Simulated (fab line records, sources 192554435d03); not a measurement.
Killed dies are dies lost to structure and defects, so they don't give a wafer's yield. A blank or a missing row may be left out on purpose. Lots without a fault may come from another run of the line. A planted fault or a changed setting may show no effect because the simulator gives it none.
Chamber matching | flow n5_finfet | N5_PASSIVATION_PECVD_00 on pecvd-03: 3 sister chambers
The step deposits SiO2 from SiH4/N2O, target thk 200 nm, time 11.2 s. 6 wafers are shown with their chamber, then 8 later ones without.

WAFERS WITH THEIR CHAMBER
wafer  | chamber | throttle_valve_pct (%) | heater_power_w (W)
L088.2 | 0       | 54                     | 783
L089.4 | 2       | 50                     | 613
L093.1 | 0       | 54                     | 843
L093.5 | 2       | 50                     | 549
L093.6 | 1       | 54                     | 643
L094.2 | 1       | 53                     | 673

WAFERS WITHOUT THEIR CHAMBER
wafer  | throttle_valve_pct (%) | heater_power_w (W)
L094.3 | 54                     | 711
L094.5 | 51                     | 651
L095.1 | 51                     | 636
L095.2 | 54                     | 798
L095.4 | 51                     | 651
L097.2 | 54                     | 859
L097.3 | 54                     | 847
L097.6 | 51                     | 591

WHICH CHAMBER EACH WENT THROUGH
wafer  | from the rows above     | in truth
L094.3 | can't be placed: 1 or 0 | 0
L094.5 | 2                       | 2
L095.1 | 2                       | 2
L095.2 | 0                       | 0
L095.4 | 2                       | 2
L097.2 | 0                       | 0
L097.3 | 0                       | 0
L097.6 | 2                       | 2
Placed correctly: 7 of 8. Can't be placed from these rows: 1 (the true chamber is among the candidates in 1). Placed wrongly: 0.
How it was worked out, from the rows above alone: a wafer's distance from a chamber is the root of the sum, over the readings, of the square of ((its reading less the chamber's mean) divided by the reading's scatter). The wafer belongs to the nearest chamber; if the next one is less than 2 further off, it can't be placed. A chamber's mean is the mean of its shown wafers. The scatter: the root of (the sum of the squares of (reading less its chamber's mean) over the shown wafers, divided by (wafers less chambers)).
